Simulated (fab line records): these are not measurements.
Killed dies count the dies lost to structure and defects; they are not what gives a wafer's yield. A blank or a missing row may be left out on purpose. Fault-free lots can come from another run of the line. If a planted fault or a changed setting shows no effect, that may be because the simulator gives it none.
Split-lot trial + flow n5 finfet + 21 wafers read from 7 lots, route of 1938 steps

ABOUT THE SPLIT
At N5_HKMG_FIN_ETCH_58 (etches SOC in N2/H2, target depth 215.8 nm, time 741 s), the setting source w was moved away from the recipe's 875 W on 7 of the 21 wafers read, by -15.7% to +10.2%. The other wafers ran this setting at the recipe's value.

The split's own step is where the reading is taken.

THE READING
rf vpp V, in V, at N5_HKMG_FIN_ETCH_58 (etches SOC in N2/H2, target depth 215.8 nm, time 741 s). A value of 99.5 V with a standard deviation of 0.98 V is what fault-free wafers of this fab line usually give.

| wafer  | tool, chamber at the split | source w as run, W | against the recipe | rf vpp V, V | against lot-mates on the recipe |
|--------|----------------------------|--------------------|--------------------|-------------|---------------------------------|
| L075.4 | rie diel-05, 0             | 937.3              | +7.1%              | 97.8        | -2.1                            |
| L075.5 | rie diel-05, 3             | 875                | recipe             | 99.9        | -                               |
| L075.6 | rie diel-05, 2             | 937.3              | +7.1%              | 96.6        | -3.3                            |
| L076.1 | rie diel-02, 0             | 875                | recipe             | 100.4       | -                               |
| L076.3 | rie diel-02, 2             | 875                | recipe             | 97.8        | -                               |
| L076.6 | rie diel-02, 2             | 875                | recipe             | 98.5        | -                               |
| L077.1 | rie diel-03, 1             | 875                | recipe             | 99.2        | -                               |
| L077.2 | rie diel-03, 0             | 875                | recipe             | 100.1       | -                               |
| L077.5 | rie diel-03, 1             | 875                | recipe             | 100.2       | -                               |
| L078.1 | rie diel-05, 0             | 822.3              | -6.0%              | 100.4       | +0.8                            |
| L078.4 | rie diel-05, 2             | 822.3              | -6.0%              | 101.9       | +2.3                            |
| L078.5 | rie diel-05, 2             | 875                | recipe             | 99.6        | -                               |
| L092.3 | rie diel-03, 0             | 875                | recipe             | 99.5        | -                               |
| L092.4 | rie diel-03, 2             | 776.7              | -11.2%             | 104.9       | +5.8                            |
| L092.5 | rie diel-03, 3             | 875                | recipe             | 98.8        | -                               |
| L095.3 | rie diel-02, 0             | 875                | recipe             | 99.4        | -                               |
| L095.4 | rie diel-02, 1             | 737.5              | -15.7%             | 104.7       | +5.5                            |
| L095.5 | rie diel-02, 0             | 875                | recipe             | 99.1        | -                               |
| L096.1 | rie diel-05, 0             | 875                | recipe             | 101.2       | -                               |
| L096.2 | rie diel-05, 1             | 963.9              | +10.2%             | 96.4        | -3.8                            |
| L096.4 | rie diel-05, 3             | 875                | recipe             | 99.3        | -                               |

FIT RESULTS
A straight line over all 21 wafers: rf vpp V changes by -0.347 V for each +1% of source w; r = -0.92; the points scatter about the line by 0.86 V.
The same after taking each lot's own level away (the mean of its wafers on the recipe; 21 wafers): -0.38 V for each +1%; r = -0.94; scatter 0.79 V.
The reading moves by 6 V for the largest change in source w, on that fit.
The span of the lots' own levels, 98.90 to 100.25 V, comes to 1.4 times the standard deviation stated above.
The two slopes are in agreement: the lot-to-lot level therefore moves the slope only a little.
Check: with one of the wafers moved furthest among these (-15.7%) left out of the fit, the line predicts +6.27 V for it against its lot-mates. It came out at +5.45 V against them.
Tool readings at the split's step, against how far the setting was moved: rf vpp V r = -0.92.

THESE WAFERS: OTHER SPLITS
Note: prior to the reading, these wafers also went through further splits. Each is held against what the fit with the lots' levels taken away leaves over:
| other split on the same wafers | wafers away from the commonest value | r with rf vpp V (lot level and that fit taken away) |
|--------------------------------|--------------------------------------|-----------------------------------------------------|
| N5_SD_EPI_P_COAT_03 spin rpm   | 7                                    | +0.08                                               |
| N5_HKMG_FIN_ETCH_54 source w   | 7                                    | -0.05                                               |

THE WHOLE CHAIN: every reading that the file lists as answering this split, in the file's order
| step                | what it does                                           | reading                                                                         | change (the file's fit)              | r (the file's) |
|---------------------|--------------------------------------------------------|---------------------------------------------------------------------------------|--------------------------------------|----------------|
| N5_HKMG_FIN_ETCH_58 | etches SOC in N2/H2, target depth 215.8 nm, time 741 s | rf vpp V                                                                        | -0.387 V for each +1% of the setting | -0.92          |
| N5_HKMG_FIN_ETCH_58 | etches SOC in N2/H2, target depth 215.8 nm, time 741 s | SOC_of_HKMG_FIN_COAT_41.thk nm (the simulator's own value, which no gauge read) | -1.72 nm for each +1% of the setting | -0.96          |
| N5_HKMG_FIN_ETCH_58 | etches SOC in N2/H2, target depth 215.8 nm, time 741 s | etch.depth nm (the simulator's own value, which no gauge read)                  | +1.74 nm for each +1% of the setting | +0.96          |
| N5_HKMG_FIN_ETCH_58 | etches SOC in N2/H2, target depth 215.8 nm, time 741 s | HKMG_FIN.feature depth nm (the simulator's own value, which no gauge read)      | +1.74 nm for each +1% of the setting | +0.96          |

THE FILE'S OWN FIT
rf vpp V changes by -0.387 V for each +1% of source w, r = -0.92.
